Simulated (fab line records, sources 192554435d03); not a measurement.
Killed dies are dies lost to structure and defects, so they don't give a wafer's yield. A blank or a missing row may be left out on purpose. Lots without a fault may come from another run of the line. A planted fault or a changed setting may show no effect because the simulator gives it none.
Which tool did it? | flow n5_finfet | 9 lots, 25 wafers sampled, at 5 steps of a route of 1938

WHAT THE GAUGES READ, wafer by wafer
N5_BEOL_M4_RC_MEAS_101. Usual: DIBL_N 36.1 mV/V, standard deviation 1.3; DIBL_P 36.1 mV/V, standard deviation 1.7; IOFF_N 0.154 nA/um, standard deviation 0.022; IOFF_P 0.201 nA/um, standard deviation 0.024; ION_N 675 uA/um, standard deviation 8.9; ION_P 462 uA/um, standard deviation 5.9; SS_N 71.5 mV/dec, standard deviation 0.49; SS_P 73.3 mV/dec, standard deviation 0.58; VT_N 250.0 mV, standard deviation 2.7; VT_P -251.3 mV, standard deviation 2.7.
lot  | measured     | on        | DIBL_N (mV/V)  | DIBL_P (mV/V)  | IOFF_N (nA/um)    | IOFF_P (nA/um)    | ION_N (uA/um) | ION_P (uA/um) | SS_N (mV/dec)  | SS_P (mV/dec)  | VT_N (mV)         | VT_P (mV)            | flag
L517 | day 8 21:16  | prober-02 | 37.6 38.4 35.2 | 37.2 38.5 34.9 | 0.164 0.181 0.134 | 0.216 0.235 0.184 | 681 684 681   | 468 468 466   | 71.6 72.1 71.5 | 73.5 73.9 73.4 | 250.3 248.3 252.3 | -249.2 -249.2 -253.5 |
L524 | day 10 18:28 | prober-01 | 36.3 36.4      | 35.6 35.8      | 0.127 0.134       | 0.182 0.188       | 662 665       | 455 456       | 71.1 71.7      | 72.7 73.0      | 252.8 250.6       | -253.7 -252.7        |
L526 | day 11 19:35 | prober-01 | 36.0 37.1      | 34.7 35.7      | 0.144 0.161       | 0.203 0.215       | 673 672       | 466 463       | 70.5 71.2      | 72.4 73.2      | 249.2 249.9       | -247.3 -250.3        |
L525 | day 11 19:52 | prober-02 | 36.7 34.8 35.8 | 37.2 33.9 36.8 | 0.167 0.126 0.159 | 0.223 0.174 0.221 | 682 671 686   | 467 460 473   | 71.5 70.7 71.5 | 73.8 72.4 73.1 | 245.8 251.2 247.0 | -248.0 -251.6 -249.2 |
L527 | day 11 16:36 | prober-01 | 32.9 33.4 33.5 | 32.7 33.6 32.3 | 0.124 0.129 0.119 | 0.164 0.179 0.157 | 677 664 671   | 465 458 460   | 71.2 71.1 71.3 | 73.2 73.4 72.7 | 251.8 251.4 255.1 | -253.6 -254.2 -254.7 |
L530 | day 11 22:54 | prober-01 | 36.7 37.5 35.5 | 38.5 40.4 37.5 | 0.165 0.185 0.140 | 0.205 0.235 0.195 | 672 682 654   | 457 459 449   | 72.0 71.9 71.7 | 73.8 74.1 73.5 | 250.8 251.0 254.2 | -254.0 -249.4 -251.7 |
L531 | day 12 23:49 | prober-02 | 36.5 36.1 35.8 | 37.5 37.5 37.1 | 0.156 0.160 0.146 | 0.221 0.216 0.205 | 674 676 665   | 468 470 464   | 71.2 72.1 72.0 | 73.8 72.7 72.9 | 251.3 251.1 253.0 | -248.6 -247.2 -247.0 |
L537 | day 14 10:37 | prober-01 | 35.0 35.0 35.9 | 35.5 36.1 36.4 | 0.129 0.136 0.141 | 0.156 0.168 0.169 | 667 678 677   | 456 460 462   | 71.1 71.8 72.3 | 73.3 72.9 73.3 | 251.5 249.9 250.5 | -255.6 -253.4 -256.6 |
L536 | day 14 07:29 | prober-02 | 38.7 37.4 36.1 | 39.5 38.0 36.4 | 0.196 0.174 0.147 | 0.268 0.247 0.211 | 696 681 670   | 478 470 464   | 72.4 72.2 71.9 | 73.9 73.6 73.0 | 244.5 245.3 251.1 | -245.7 -248.8 -247.4 |

WHICH TOOL RAN EACH LOT (tool, then ch and the chambers of the sampled wafers, then the start)
lot  | N5_BEOL_M0_SAQP_RECESS_114         | N5_BEOL_M0_SAQP_RECESS_104         | N5_BEOL_M0_SAQP_DESCUM_45          | N5_BEOL_M0_SAQP_ETCH_88
L517 | vapor_etch-02 ch 0,1, day 6 08:04  | vapor_etch-02 ch 0,1, day 6 09:22  | rie_diel-03 ch 0,1,3, day 6 11:26  | rie_diel-03 ch 0,1,3, day 6 11:28
L524 | vapor_etch-01 ch 0,1, day 8 02:07  | vapor_etch-02 ch 0,1, day 8 03:26  | rie_diel-03 ch 0,3, day 8 05:50    | rie_diel-03 ch 0,3, day 8 05:52
L526 | vapor_etch-02 ch 0,1, day 8 10:50  | vapor_etch-02 ch 0,1, day 8 12:19  | rie_diel-03 ch 0,1, day 8 17:46    | rie_diel-03 ch 0,1, day 8 17:49
L525 | vapor_etch-01 ch 0,1, day 8 14:11  | vapor_etch-02 ch 0,1, day 8 18:48  | rie_diel-03 ch 1,3, day 8 20:58    | rie_diel-03 ch 1,3, day 8 21:00
L527 | vapor_etch-02 ch 0,1, day 8 17:18  | vapor_etch-01 ch 0,1, day 8 20:10  | rie_diel-04 ch 0,3, day 9 00:30    | rie_diel-04 ch 0,3, day 9 00:32
L530 | vapor_etch-02 ch 0,1, day 9 11:24  | vapor_etch-01 ch 0,1, day 9 13:15  | rie_diel-04 ch 0,1,3, day 9 15:19  | rie_diel-04 ch 0,1,3, day 9 15:21
L531 | vapor_etch-01 ch 0,1, day 9 14:10  | vapor_etch-02 ch 0,1, day 9 15:48  | rie_diel-05 ch 0,1,2, day 9 17:57  | rie_diel-05 ch 0,1,2, day 9 17:59
L537 | vapor_etch-01 ch 0,1, day 11 06:45 | vapor_etch-02 ch 0,1, day 11 08:19 | rie_diel-03 ch 2,3, day 11 10:28   | rie_diel-03 ch 2,3, day 11 10:30
L536 | vapor_etch-01 ch 0,1, day 11 09:56 | vapor_etch-01 ch 0,1, day 11 12:34 | rie_diel-04 ch 1,2,3, day 11 15:26 | rie_diel-04 ch 1,2,3, day 11 15:28
- N5_BEOL_M0_SAQP_RECESS_114: chemistry HF/NH3, target SiO2, target depth 14.4 nm, afs cycles 3, sublimation time 60 s.
- N5_BEOL_M0_SAQP_RECESS_104: chemistry HF/NH3, target SiO2, target depth 18 nm, afs cycles 3, sublimation time 60 s.
- N5_BEOL_M0_SAQP_DESCUM_45: chemistry O2, time 7 s.
- N5_BEOL_M0_SAQP_ETCH_88: etches underlayer in N2/H2, target depth 6.5 nm, time 5.2 s.

WHAT THE TOOLS THEMSELVES READ (means of the sampled wafers that have a number; where no wafer has one, the mark that the record gives instead)
N5_BEOL_M0_SAQP_RECESS_114. Usual: drypump_motor_current_A 5.4 A, standard deviation 0.38.
lot  | tool          | drypump_motor_current_A (A) | flag
L517 | vapor_etch-02 | 5.7                         |
L524 | vapor_etch-01 | 5.1                         |
L526 | vapor_etch-02 | 5.7                         |
L525 | vapor_etch-01 | 5.2                         |
L527 | vapor_etch-02 | 5.8                         |
L530 | vapor_etch-02 | 5.8                         |
L531 | vapor_etch-01 | 5.1                         |
L537 | vapor_etch-01 | 5.1                         |
L536 | vapor_etch-01 | 5.1                         |

N5_BEOL_M0_SAQP_RECESS_104. Usual: drypump_motor_current_A 5.4 A, standard deviation 0.36.
lot  | tool          | drypump_motor_current_A (A) | flag
L517 | vapor_etch-02 | 5.8                         |
L524 | vapor_etch-02 | 5.7                         |
L526 | vapor_etch-02 | 5.7                         |
L525 | vapor_etch-02 | 5.5                         |
L527 | vapor_etch-01 | 5.1                         |
L530 | vapor_etch-01 | 5.1                         |
L531 | vapor_etch-02 | 5.8                         |
L537 | vapor_etch-02 | 5.8                         |
L536 | vapor_etch-01 | 5.1                         |

N5_BEOL_M0_SAQP_DESCUM_45. Usual: drypump_motor_current_A 5.9 A, standard deviation 0.41; o2_flow_sccm 225.0 sccm, standard deviation 0.75; oes_product_au 0.77 a.u., standard deviation 0.066; rf_fwd_power_W 49.42 W, standard deviation 0.19; rf_vpp_V 243.5 V, standard deviation 1.1; showerhead_plenum_p_Torr 2.11 Torr, standard deviation 0.056; throttle_valve_pct 20.44 %, standard deviation 0.12.
lot  | tool        | drypump_motor_current_A (A) | o2_flow_sccm (sccm) | oes_product_au (a.u.) | rf_fwd_power_W (W) | rf_vpp_V (V) | showerhead_plenum_p_Torr (Torr) | throttle_valve_pct (%) | flag
L517 | rie_diel-03 | 6.0                         | 224.8               | 0.79                  | 49.47              | 242.7        | 2.07                            | 20.40                  |
L524 | rie_diel-03 | 5.9                         | 224.6               | 0.71                  | 49.58              | 242.9        | 2.07                            | 20.46                  |
L526 | rie_diel-03 | 6.2                         | 224.9               | 0.80                  | 49.52              | 242.9        | 2.05                            | 20.37                  |
L525 | rie_diel-03 | 5.8                         | 225.0               | 0.82                  | 49.57              | 243.0        | 2.06                            | 20.40                  |
L527 | rie_diel-04 | 6.1                         | 225.3               | 0.76                  | 49.31              | 243.5        | 2.13                            | 20.38                  |
L530 | rie_diel-04 | 6.0                         | 225.1               | 0.77                  | 49.32              | 243.9        | 2.13                            | 20.45                  |
L531 | rie_diel-05 | 5.6                         | 225.2               | 0.75                  | 49.42              | 244.3        | 2.14                            | 20.61                  |
L537 | rie_diel-03 | 5.6                         | 225.3               | 0.70                  | 49.52              | 242.6        | 2.07                            | 20.48                  |
L536 | rie_diel-04 | 6.4                         | 225.2               | 0.71                  | 49.37              | 242.4        | 2.08                            | 20.49                  |

N5_BEOL_M0_SAQP_ETCH_88. Usual: drypump_motor_current_A 5.9 A, standard deviation 0.41; etch_rf_on_time_s 5.17 s, standard deviation 0.097; h2_flow_sccm 200.0 sccm, standard deviation 0.54; oes_product_au 0.65 a.u., standard deviation 0.058; rf_fwd_power_W 819.3 W, standard deviation 2.2; rf_vpp_V 524.5 V, standard deviation 2.2; showerhead_plenum_p_Torr 2.56 Torr, standard deviation 0.069; throttle_valve_pct 17.90 %, standard deviation 0.13.
lot  | tool        | drypump_motor_current_A (A) | etch_rf_on_time_s (s) | h2_flow_sccm (sccm) | oes_product_au (a.u.) | rf_fwd_power_W (W) | rf_vpp_V (V) | showerhead_plenum_p_Torr (Torr) | throttle_valve_pct (%) | flag
L517 | rie_diel-03 | 6.0                         | 5.10                  | 199.7               | 0.67                  | 820.0              | 523.6        | 2.51                            | 17.85                  |
L524 | rie_diel-03 | 6.0                         | 4.54                  | 199.9               | 0.67                  | 818.8              | 525.0        | 2.51                            | 17.93                  | OFF
L526 | rie_diel-03 | 6.2                         | 4.40                  | 199.4               | 0.77                  | 820.0              | 523.1        | 2.50                            | 17.86                  | OFF
L525 | rie_diel-03 | 5.9                         | 4.68                  | 200.0               | 0.75                  | 821.9              | 523.9        | 2.50                            | 17.88                  | OFF
L527 | rie_diel-04 | 6.1                         | 5.25                  | 199.6               | 0.64                  | 819.9              | 525.8        | 2.58                            | 17.80                  |
L530 | rie_diel-04 | 6.0                         | 5.29                  | 199.9               | 0.65                  | 818.6              | 525.7        | 2.59                            | 17.89                  |
L531 | rie_diel-05 | 5.6                         | 5.21                  | 199.7               | 0.64                  | 818.5              | 525.0        | 2.61                            | 18.06                  |
L537 | rie_diel-03 | 5.6                         | 5.12                  | 199.6               | 0.61                  | 819.9              | 522.3        | 2.51                            | 17.92                  |
L536 | rie_diel-04 | 6.4                         | 5.25                  | 200.2               | 0.61                  | 820.0              | 522.5        | 2.53                            | 17.97                  |

THE ANSWER, worked out from the rows above alone
Rule: a lot is off if the mean of its wafers that have a number lies more than 3 standard deviations from the usual mean. A lot without any number at a reading at which 4 lots or more have one is off too. The other lots that the step has rows for count as sound. The gauges are gone through in route order, then the tools' own readings, and for those a lot's mean is taken as printed above. The first step at which some lot is off is used, and at that step the reading that is off furthest; a lot without a number counts as furthest.
Off: L524, L526, L525, at N5_BEOL_M0_SAQP_ETCH_88 (etch_rf_on_time_s).
A tool fits if, at that step or a process step before it, it ran every lot that is off, and no sound lot after the first of them. None of those tried fits.

WHAT THE SIMULATOR HAD PUT IN
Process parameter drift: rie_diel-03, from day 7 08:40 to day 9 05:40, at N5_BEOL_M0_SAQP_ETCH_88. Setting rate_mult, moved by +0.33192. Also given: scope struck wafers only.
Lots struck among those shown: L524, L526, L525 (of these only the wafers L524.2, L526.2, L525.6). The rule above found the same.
